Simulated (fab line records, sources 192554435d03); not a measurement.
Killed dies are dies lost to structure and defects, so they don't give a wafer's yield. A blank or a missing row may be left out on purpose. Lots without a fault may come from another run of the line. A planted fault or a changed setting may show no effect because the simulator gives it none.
fab line records | flow n5_finfet
record lots=24 wafers=72 last_day=18
route steps=1938 shown BEOL_M5@1138
lots that met no fault: from a run of the same line without faults
start_h: hours from the record's first day to the start of the lot's first wafer shown | wait_h: hours since the lot's step before | " the same as in the row above | L1.1+2: a row that stands for several wafers | - no value, or no start given | * or withheld: withheld | < > ~ a bound
route shown NAME@n: a module of which the file shows steps, and the number in the route of the first | usual: mean/standard deviation of fault-free wafers | same: alike in all rows | chamber/n: place in a boat | sites: the reading at each site | _std_site: their standard deviation | _edge_site: outer sites' mean less inner sites' | radius_mm: how far each site lies from the wafer's centre | mask NAME#n: copy n | behind: the tool/chamber that last shaped the wafer | hold: why the lot was held/for how many hours/how that ended | device: the transistor (n, p or np) that didn't switch | end of line: the same wafers' tests at the end of the route | a step without rows: its recipe alone | killed: dies lost to structure and defects at the first sort, not the wafer's yield | map: a wafer's dies, x killed, . not, _ none there
set.NAME: the setting as run; set.NAME@STEP: as run at that earlier step | model.NAME: the simulator's own value behind a step, which no gauge read
steps of the route over a sample of lots; a table a step, a row a wafer
services: from which hour (start_h, from the record's first day; less than 0 if before it) a tool's chamber was out of use, for how many hours, and why
## steps
# step N5_BEOL_M5_CD_MEAS_18
# recipe pitch_nm=56 target_cd_nm=28
# usual cd_nm=28.0/0.46
# columns lot.wafer tool chamber start_h wait_h cd_nm
L074.1 cd_sem-03 - 167.62 0.0 28.0
L074.3 " - " " 28.6
L074.4 " - " " 28.0
L075.1 cd_sem-01 - 169.76 0.0 28.0
L075.4 " - " " 27.6
L075.6 " - " " 27.9
L077.3 cd_sem-01 - 192.68 0.1 28.4
L077.5 " - " " 28.0
L077.6 " - " " 27.8
L076.4 cd_sem-02 - 204.04 0.0 27.4
L076.5 " - " " 28.1
L076.6 " - " " 27.8
L078.1 cd_sem-03 - 210.40 0.0 28.2
L078.2 " - " " 28.3
L078.3 " - " " 28.1
L079.2 cd_sem-01 - 220.83 0.1 27.9
L079.4 " - " " 28.0
L079.5 " - " " 27.4
L080.1 cd_sem-01 - 231.45 0.0 28.2
L080.4 " - " " 28.6
L080.5 " - " " 28.2
L082.1 cd_sem-03 - 233.41 0.0 28.2
L082.3 " - " " 28.1
L082.4 " - " " 27.4
L081.1 cd_sem-01 - 235.51 0.0 28.3
L081.2 " - " " 27.9
L081.6 " - " " 28.4
L083.3 cd_sem-02 - 239.65 0.1 28.3
L083.5 " - " " 27.8
L083.6 " - " " 28.1
L084.1 cd_sem-03 - 246.48 0.0 27.7
L084.2 " - " " 28.5
L084.5 " - " " 28.9
L086.3 cd_sem-02 - 253.42 0.1 27.3
L086.4 " - " " 27.4
L086.6 " - " " 27.7
L085.2 cd_sem-01 - 255.03 0.1 27.9
L085.4 " - " " 28.0
L085.6 " - " " 27.5
L088.2 cd_sem-02 - 260.39 0.1 27.9
L088.4 " - " " 27.9
L088.6 " - " " 28.5
L087.2 cd_sem-01 - 267.35 0.1 28.4
L087.4 " - " " 28.8
L087.6 " - " " 28.2
L090.2 cd_sem-01 - 270.57 0.1 27.5
L090.3 " - " " 27.7
L090.5 " - " " 28.0
L089.1 cd_sem-02 - 279.12 0.0 28.4
L089.3 " - " " 28.6
L089.6 " - " " 28.1
L091.3 cd_sem-03 - 287.41 0.1 28.2
L091.4 " - " " 27.9
L091.6 " - " " 28.0
L092.2 cd_sem-03 - 290.16 0.1 27.5
L092.3 " - " " 28.9
L092.5 " - " " 27.6
L093.2 cd_sem-03 - 297.42 0.1 28.2
L093.5 " - " " 28.0
L093.6 " - " " 28.5
L094.2 cd_sem-03 - 302.48 0.1 27.3
L094.4 " - " " 28.3
L094.5 " - " " 28.0
L095.1 cd_sem-01 - 320.29 0.0 28.8
L095.2 " - " " 28.4
L095.3 " - " " 29.0
L096.3 cd_sem-02 - 321.75 0.1 29.1
L096.5 " - " " 27.9
L096.6 " - " " 27.9
L097.1 cd_sem-03 - 322.39 0.0 27.4
L097.3 " - " " 27.7
L097.4 " - " " 28.1
# step N5_BEOL_M5_CD_MEAS_28
# recipe target_cd_nm=30.6 landing_energy_ev=500 detector=se_inlens target_cd_y_nm=20 polarity=opening
# usual cd_nm=30.60/0.22
# columns lot.wafer tool chamber start_h wait_h cd_nm
L074.1 cd_sem-01 0 168.42 - 30.77
L074.3 " 0 " " 30.75
L074.4 " 0 " " 30.45
L075.1 cd_sem-01 0 176.99 - 30.49
L075.4 " 0 " " 30.63
L075.6 " 0 " " 30.65
L077.3 cd_sem-02 0 193.39 - 30.25
L077.5 " 0 " " 30.51
L077.6 " 0 " " 30.23
L076.4 cd_sem-01 0 204.91 - 30.15
L076.5 " 0 " " 30.40
L076.6 " 0 " " 30.76
L078.1 cd_sem-01 0 212.01 - 30.66
L078.2 " 0 " " 30.67
L078.3 " 0 " " 30.84
L079.2 cd_sem-02 0 222.99 - 30.49
L079.4 " 0 " " 30.21
L079.5 " 0 " " 30.34
L080.1 cd_sem-03 0 231.76 - 30.42
L080.4 " 0 " " 30.88
L080.5 " 0 " " 30.60
L082.1 cd_sem-03 0 233.85 - 30.65
L082.3 " 0 " " 30.39
L082.4 " 0 " " 30.50
L081.1 cd_sem-03 0 238.04 - 30.47
L081.2 " 0 " " 30.63
L081.6 " 0 " " 30.82
L083.3 cd_sem-01 0 244.70 - 30.36
L083.5 " 0 " " 30.63
L083.6 " 0 " " 30.49
L084.1 cd_sem-02 0 247.94 - 30.61
L084.2 " 0 " " 31.05
L084.5 " 0 " " 30.70
L086.3 cd_sem-02 0 253.99 - 31.03
L086.4 " 0 " " 31.09
L086.6 " 0 " " 30.87
L085.2 cd_sem-01 0 255.38 - 30.67
L085.4 " 0 " " 31.04
L085.6 " 0 " " 30.70
L088.2 cd_sem-03 0 260.94 - 30.28
L088.4 " 0 " " 30.37
L088.6 " 0 " " 30.35
L087.2 cd_sem-01 0 268.17 - 30.53
L087.4 " 0 " " 30.61
L087.6 " 0 " " 30.76
L090.2 cd_sem-01 0 273.68 - 30.88
L090.3 " 0 " " 30.39
L090.5 " 0 " " 30.53
L089.1 cd_sem-03 0 280.01 - 30.85
L089.3 " 0 " " 30.61
L089.6 " 0 " " 30.51
L091.3 cd_sem-03 0 287.89 - 30.79
L091.4 " 0 " " 31.00
L091.6 " 0 " " 30.56
L092.2 cd_sem-03 0 291.42 - 30.46
L092.3 " 0 " " 30.90
L092.5 " 0 " " 30.36
L093.2 cd_sem-03 0 300.32 - 30.67
L093.5 " 0 " " 30.58
L093.6 " 0 " " 30.68
L094.2 cd_sem-01 0 305.70 - 30.94
L094.4 " 0 " " 30.77
L094.5 " 0 " " 30.75
L095.1 cd_sem-03 0 320.61 - 30.82
L095.2 " 0 " " 30.62
L095.3 " 0 " " 30.28
L097.1 cd_sem-03 0 322.83 - 30.68
L097.3 " 0 " " 30.92
L097.4 " 0 " " 30.56
L096.3 cd_sem-02 0 323.01 - 30.54
L096.5 " 0 " " 30.55
L096.6 " 0 " " 30.66
# step N5_BEOL_M5_OVL_MEAS_29
# recipe points_per_wafer=522
# usual V4_OVL=0.8/0.78
# same points_per_wafer=522
# columns lot.wafer tool chamber start_h wait_h V4_OVL[nm]
L074.1 overlay-02 0 168.45 0.0 0.1
L074.3 " 0 " " -1.2
L074.4 " 0 " " 0.3
L075.1 overlay-01 0 177.03 0.0 2.1
L075.4 " 0 " " 1.0
L075.6 " 0 " " 1.4
L077.3 overlay-01 0 193.43 0.0 -0.1
L077.5 " 0 " " 1.1
L077.6 " 0 " " 0.6
L076.4 overlay-02 0 204.96 0.0 1.8
L076.5 " 0 " " -0.4
L076.6 " 0 " " 1.5
L078.1 overlay-02 0 212.05 0.0 0.9
L078.2 " 0 " " 2.0
L078.3 " 0 " " 2.6
L079.2 overlay-01 0 223.02 0.0 0.8
L079.4 " 0 " " 0.3
L079.5 " 0 " " -0.3
L080.1 overlay-01 0 231.79 0.0 -0.4
L080.4 " 0 " " -0.1
L080.5 " 0 " " 0.3
L082.1 overlay-02 0 233.88 0.0 0.8
L082.3 " 0 " " 0.9
L082.4 " 0 " " 1.1
L081.1 overlay-01 0 238.07 0.0 0.4
L081.2 " 0 " " 0.4
L081.6 " 0 " " 0.8
L083.3 overlay-01 0 244.74 0.0 0.3
L083.5 " 0 " " 1.0
L083.6 " 0 " " 0.4
L084.1 overlay-02 0 247.97 0.0 0.2
L084.2 " 0 " " 0.9
L084.5 " 0 " " 0.8
L086.3 overlay-02 0 254.03 0.0 0.9
L086.4 " 0 " " 0.2
L086.6 " 0 " " 1.8
L085.2 overlay-02 0 255.42 0.0 1.1
L085.4 " 0 " " 0.9
L085.6 " 0 " " 1.3
L088.2 overlay-01 0 260.98 0.0 1.0
L088.4 " 0 " " 0.9
L088.6 " 0 " " 2.2
L087.2 overlay-01 0 268.21 0.0 -1.3
L087.4 " 0 " " 0.5
L087.6 " 0 " " 0.0
L090.2 overlay-02 0 273.72 0.0 0.3
L090.3 " 0 " " 0.3
L090.5 " 0 " " 1.7
L089.1 overlay-01 0 280.04 0.0 1.2
L089.3 " 0 " " 2.8
L089.6 " 0 " " 2.3
L091.3 overlay-01 0 287.93 0.0 1.4
L091.4 " 0 " " 0.7
L091.6 " 0 " " 0.2
L092.2 overlay-02 0 291.46 0.0 0.6
L092.3 " 0 " " 0.9
L092.5 " 0 " " -0.1
L093.2 overlay-02 0 300.36 0.0 0.2
L093.5 " 0 " " 0.8
L093.6 " 0 " " 0.5
L094.2 overlay-02 0 305.73 0.0 -0.2
L094.4 " 0 " " -0.6
L094.5 " 0 " " 0.4
L095.1 overlay-01 0 320.64 0.0 0.6
L095.2 " 0 " " 0.7
L095.3 " 0 " " 1.3
L097.1 overlay-01 0 322.86 0.0 1.1
L097.3 " 0 " " 0.3
L097.4 " 0 " " 1.5
L096.3 overlay-01 0 323.05 0.0 0.5
L096.5 " 0 " " 1.2
L096.6 " 0 " " 1.3
# step N5_BEOL_M5_CURE_80
# recipe temp_c=370 time_s=120 ambient=DMADMS/He material=SiCOH_lowk
# usual lamp_power_pct=52.31/0.057 wafer_temp_C_max=371.6/0.7
# columns lot.wafer tool chamber start_h wait_h lamp_power_pct wafer_temp_C_max
L074.1 uv_cure-01 1 169.21 0.1 52.34 371.3
L074.3 " 1 " " 52.33 371.4
L074.4 " 1 " " 52.35 372.2
L075.1 uv_cure-03 1 177.76 0.0 52.25 371.1
L075.4 " 1 " " 52.30 371.2
L075.6 " 1 " " 52.33 371.0
L077.3 uv_cure-01 1 194.72 0.2 52.30 371.8
L077.5 " 1 " " 52.40 371.5
L077.6 " 1 " " 52.24 372.1
L076.4 uv_cure-03 0 205.82 0.2 52.32 371.5
L076.5 " 0 " " 52.41 372.1
L076.6 " 0 " " 52.35 371.4
L078.1 uv_cure-03 1 213.06 0.0 52.34 371.2
L078.2 " 1 " " 52.39 371.6
L078.3 " 1 " " 52.33 371.3
L079.2 uv_cure-03 1 224.03 0.1 52.30 370.8
L079.4 " 1 " " 52.26 371.1
L079.5 " 1 " " 52.30 371.1
L080.1 uv_cure-03 0 232.64 0.2 52.39 371.6
L080.4 " 0 " " 52.38 371.4
L080.5 " 0 " " 52.48 371.5
L082.1 uv_cure-02 1 234.58 0.0 52.34 372.6
L082.3 " 1 " " 52.27 373.2
L082.4 " 1 " " 52.33 372.5
L081.1 uv_cure-02 0 239.02 0.3 52.26 371.6
L081.2 " 0 " " 52.22 371.3
L081.6 " 0 " " 52.30 371.4
L083.3 uv_cure-02 2 246.49 0.2 52.24 370.7
L083.5 " 2 " " 52.36 371.3
L083.6 " 2 " " 52.42 371.1
L084.1 uv_cure-02 1 248.68 0.0 52.26 372.5
L084.2 " 1 " " 52.43 372.7
L084.5 " 1 " " 52.36 372.7
L086.3 uv_cure-03 2 254.83 0.1 52.30 371.2
L086.4 " 2 " " 52.30 371.5
L086.6 " 2 " " 52.33 371.4
L085.2 uv_cure-01 1 256.24 0.1 52.31 371.7
L085.4 " 1 " " 52.38 371.5
L085.6 " 1 " " 52.28 371.4
L088.2 uv_cure-03 1 261.89 0.2 52.32 370.8
L088.4 " 1 " " 52.33 371.6
L088.6 " 1 " " 52.33 371.0
L087.2 uv_cure-03 2 269.11 0.1 52.33 371.6
L087.4 " 2 " " 52.28 371.2
L087.6 " 2 " " 52.32 371.7
L090.2 uv_cure-02 1 274.47 0.1 52.37 372.1
L090.3 " 1 " " 52.31 372.8
L090.5 " 1 " " 52.40 373.5
L089.1 uv_cure-01 2 280.75 0.0 52.27 372.2
L089.3 " 2 " " 52.37 373.4
L089.6 " 2 " " 52.23 373.2
L091.3 uv_cure-02 0 289.25 0.5 52.35 371.2
L091.4 " 0 " " 52.34 371.0
L091.6 " 0 " " 52.40 371.0
L092.2 uv_cure-01 0 292.21 0.1 52.32 371.5
L092.3 " 0 " " 52.20 371.8
L092.5 " 0 " " 52.30 371.8
L093.2 uv_cure-03 1 301.11 0.1 52.50 371.3
L093.5 " 1 " " 52.33 371.4
L093.6 " 1 " " 52.25 370.9
L094.2 uv_cure-02 0 306.60 0.1 52.31 371.2
L094.4 " 0 " " 52.32 371.4
L094.5 " 0 " " 52.35 371.4
L095.1 uv_cure-03 1 321.34 0.0 52.27 371.5
L095.2 " 1 " " 52.19 371.0
L095.3 " 1 " " 52.33 371.2
L097.1 uv_cure-02 2 323.56 0.0 52.29 371.6
L097.3 " 2 " " 52.42 371.2
L097.4 " 2 " " 52.22 371.8
L096.3 uv_cure-03 1 324.02 0.1 52.33 371.0
L096.5 " 1 " " 52.38 370.8
L096.6 " 1 " " 52.25 371.4
# step N5_BEOL_M5_PRE_CLEAN_77
# recipe gas=NH3/H2 time_s=15 temp_c=* rf_power_w=300
# usual heater_power_w=76/31
# columns lot.wafer tool chamber start_h wait_h heater_power_w
L074.1 cvd_co-02 2 178.99 0.0 101
L074.3 " 1 " " 30
L074.4 " 1 " " 29
L075.1 cvd_co-01 0 186.32 0.0 114
L075.4 " 1 " " 74
L075.6 " 2 " " 43
L077.3 cvd_co-01 1 201.28 0.0 78
L077.5 " 0 " " 116
L077.6 " 1 " " 78
L076.4 cvd_co-02 0 212.66 0.1 82
L076.5 " 2 " " 102
L076.6 " 1 " " 29
L078.1 cvd_co-01 1 220.13 0.0 76
L078.2 " 0 " " 119
L078.3 " 2 " " 44
L079.2 cvd_co-01 0 230.94 0.0 116
L079.4 " 1 " " 75
L079.5 " 2 " " 45
L080.1 cvd_co-02 0 239.98 0.0 83
L080.4 " 1 " " 29
L080.5 " 2 " " 103
L082.1 cvd_co-02 2 242.36 0.0 99
L082.3 " 0 " " 82
L082.4 " 0 " " 81
L081.1 cvd_co-01 2 245.76 0.0 43
L081.2 " 0 " " 116
L081.6 " 2 " " 44
L083.3 cvd_co-01 2 254.24 0.0 44
L083.5 " 0 " " 120
L083.6 " 1 " " 76
L084.1 cvd_co-01 1 256.09 0.0 76
L084.2 " 0 " " 121
L084.5 " 0 " " 117
L086.3 cvd_co-01 2 261.92 0.0 44
L086.4 " 1 " " 76
L086.6 " 0 " " 120
L085.2 cvd_co-02 2 263.05 0.3 102
L085.4 " 0 " " 81
L085.6 " 1 " " 30
L088.2 cvd_co-01 2 269.83 0.0 43
L088.4 " 0 " " 121
L088.6 " 2 " " 45
L087.2 cvd_co-01 1 275.38 0.0 76
L087.4 " 0 " " 120
L087.6 " 1 " " 77
L090.2 cvd_co-02 2 280.76 0.0 102
L090.3 " 1 " " 30
L090.5 " 2 " " 104
L089.1 cvd_co-01 2 286.97 0.0 43
L089.3 " 1 " " 77
L089.6 " 0 " " 118
L091.3 cvd_co-02 2 296.86 0.0 106
L091.4 " 0 " " 83
L091.6 " 1 " " 31
L092.2 cvd_co-01 2 300.08 0.0 45
L092.3 " 1 " " 76
L092.5 " 1 " " 77
L093.2 cvd_co-02 2 307.54 0.0 103
L093.5 " 2 " " 102
L093.6 " 1 " " 30
L094.2 cvd_co-01 1 312.81 0.0 77
L094.4 " 0 " " 119
L094.5 " 2 " " 45
L095.1 cvd_co-02 0 328.44 0.0 83
L095.2 " 1 " " 31
L095.3 " 2 " " 103
L097.1 cvd_co-01 0 330.48 0.0 122
L097.3 " 2 " " 43
L097.4 " 2 " " 44
L096.3 cvd_co-01 2 332.91 0.0 45
L096.5 " 0 " " 120
L096.6 " 1 " " 76
# step N5_BEOL_M5_CO_CAP_78
# recipe material=Co target_thk_a=20 temp_c=200 precursor=CCTBA/H2 pressure_torr=30 time_s=102.1
# usual heater_power_w=224/38
# columns lot.wafer tool chamber start_h wait_h heater_power_w
L074.1 cvd_co-02 2 179.03 0.0 257
L074.3 " 1 " " 171
L074.4 " 1 " " 170
L075.1 cvd_co-01 0 186.36 0.0 273
L075.4 " 1 " " 227
L075.6 " 2 " " 181
L077.3 cvd_co-01 1 201.32 0.0 218
L077.5 " 0 " " 286
L077.6 " 1 " " 227
L076.4 cvd_co-02 0 212.72 0.0 230
L076.5 " 2 " " 261
L076.6 " 1 " " 166
L078.1 cvd_co-01 1 220.17 0.0 228
L078.2 " 0 " " 275
L078.3 " 2 " " 187
L079.2 cvd_co-01 0 230.98 0.0 278
L079.4 " 1 " " 228
L079.5 " 2 " " 187
L080.1 cvd_co-02 0 240.02 0.0 232
L080.4 " 1 " " 169
L080.5 " 2 " " 260
L082.1 cvd_co-02 2 242.40 0.0 253
L082.3 " 0 " " 230
L082.4 " 0 " " 229
L081.1 cvd_co-01 2 245.80 0.0 185
L081.2 " 0 " " 273
L081.6 " 2 " " 186
L083.3 cvd_co-01 2 254.28 0.0 181
L083.5 " 0 " " 275
L083.6 " 1 " " 221
L084.1 cvd_co-01 1 256.13 0.0 226
L084.2 " 0 " " 278
L084.5 " 0 " " 274
L086.3 cvd_co-01 2 261.96 0.0 184
L086.4 " 1 " " 223
L086.6 " 0 " " 279
L085.2 cvd_co-02 2 263.09 0.0 257
L085.4 " 0 " " 230
L085.6 " 1 " " 168
L088.2 cvd_co-01 2 269.87 0.0 189
L088.4 " 0 " " 278
L088.6 " 2 " " 188
L087.2 cvd_co-01 1 275.42 0.0 225
L087.4 " 0 " " 281
L087.6 " 1 " " 224
L090.2 cvd_co-02 2 280.80 0.0 253
L090.3 " 1 " " 165
L090.5 " 2 " " 256
L089.1 cvd_co-01 2 287.01 0.0 184
L089.3 " 1 " " 222
L089.6 " 0 " " 289
L091.3 cvd_co-02 2 296.90 0.0 252
L091.4 " 0 " " 239
L091.6 " 1 " " 170
L092.2 cvd_co-01 2 300.14 0.0 185
L092.3 " 1 " " 223
L092.5 " 1 " " 225
L093.2 cvd_co-02 2 307.60 0.0 255
L093.5 " 2 " " 269
L093.6 " 1 " " 166
L094.2 cvd_co-01 1 312.85 0.0 224
L094.4 " 0 " " 274
L094.5 " 2 " " 185
L095.1 cvd_co-02 0 328.48 0.0 237
L095.2 " 1 " " 173
L095.3 " 2 " " 258
L097.1 cvd_co-01 0 330.52 0.0 278
L097.3 " 2 " " 187
L097.4 " 2 " " 184
L096.3 cvd_co-01 2 332.95 0.0 187
L096.5 " 0 " " 272
L096.6 " 1 " " 228
## services
# columns tool chamber start_h hours kind
cvd_co-01 2 150.93 11.7 repair
uv_cure-01 - 170.88 1.0 pm
uv_cure-01 - 216.86 22.2 pm
uv_cure-03 - 224.65 0.2 repair
uv_cure-02 - 230.55 2.1 pm
uv_cure-01 - 258.43 9.2 repair
cvd_co-01 0 289.13 11.4 repair
uv_cure-01 - 301.40 2.1 pm
cvd_co-02 0 302.69 25.2 repair
uv_cure-01 - 320.21 6.0 pm
## key
fault none
